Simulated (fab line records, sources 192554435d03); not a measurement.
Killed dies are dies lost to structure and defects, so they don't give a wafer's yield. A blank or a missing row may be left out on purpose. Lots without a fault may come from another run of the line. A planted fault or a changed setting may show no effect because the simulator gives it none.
Chamber matching | flow n5_finfet | N5_BEOL_M0_SAQP_STRIP_86 on rie_diel-01: 4 sister chambers
The step strips in N2/H2. 16 wafers are shown with their chamber, then 8 later ones without.

WAFERS WITH THEIR CHAMBER
wafer  | chamber | showerhead_plenum_p_Torr (Torr) | throttle_valve_pct (%) | drypump_motor_current_A (A)
L074.1 | 3       | 3.47                            | 18.51                  | 5.7
L074.3 | 1       | 3.28                            | 18.57                  | 6.0
L074.6 | 2       | 3.38                            | 19.28                  | 5.5
L075.1 | 1       | 3.28                            | 18.56                  | 6.0
L075.3 | 2       | 3.38                            | 19.29                  | 5.5
L075.6 | 3       | 3.46                            | 18.50                  | 5.7
L079.2 | 1       | 3.28                            | 18.59                  | 6.0
L079.4 | 3       | 3.46                            | 18.53                  | 5.7
L079.6 | 0       | 3.54                            | 18.80                  | 5.3
L080.1 | 3       | 3.46                            | 18.53                  | 5.7
L080.4 | 2       | 3.38                            | 19.27                  | 5.4
L080.5 | 3       | 3.46                            | 18.51                  | 5.7
L081.3 | 2       | 3.37                            | 19.29                  | 5.5
L081.5 | 0       | 3.54                            | 18.80                  | 5.3
L081.6 | 2       | 3.37                            | 19.30                  | 5.4
L083.2 | 3       | 3.46                            | 18.54                  | 5.7

SIGNATURES (means of the wafers above)
reading                  | chamber 0 | chamber 1 | chamber 2 | chamber 3 | scatter within a chamber
showerhead_plenum_p_Torr | 3.5400    | 3.2800    | 3.3760    | 3.4617    | 0.00412
throttle_valve_pct       | 18.8000   | 18.5733   | 19.2860   | 18.5200   | 0.0135
drypump_motor_current_A  | 5.300     | 6.000     | 5.460     | 5.700     | 0.0316
Rule: a wafer's distance from a chamber is the root of the sum, over the readings, of the square of ((its reading less the chamber's mean) divided by the reading's scatter). The wafer belongs to the nearest chamber; if the next one is less than 2 further off, it can't be placed. The scatter: the root of (the sum of the squares of (reading less its chamber's mean) over the shown wafers, divided by (wafers less chambers)).

WAFERS WITHOUT THEIR CHAMBER
wafer  | showerhead_plenum_p_Torr (Torr) | throttle_valve_pct (%) | drypump_motor_current_A (A)
L083.3 | 3.54                            | 18.83                  | 5.3
L083.4 | 3.37                            | 19.28                  | 5.4
L088.2 | 3.27                            | 18.12                  | 6.0
L088.3 | 3.37                            | 19.32                  | 5.4
L088.5 | 3.53                            | 18.82                  | 5.3
L091.1 | 3.53                            | 18.82                  | 5.3
L091.2 | 3.36                            | 19.33                  | 5.4
L091.6 | 3.45                            | 18.56                  | 5.7

WHICH CHAMBER EACH WENT THROUGH
wafer  | from the rows above | in truth
L083.3 | 0                   | 0
L083.4 | 2                   | 2
L088.2 | 1                   | 1
L088.3 | 2                   | 2
L088.5 | 0                   | 0
L091.1 | 0                   | 0
L091.2 | 2                   | 2
L091.6 | 3                   | 3
Placed correctly: 8 of 8. Can't be placed from these rows: 0. Placed wrongly: 0.
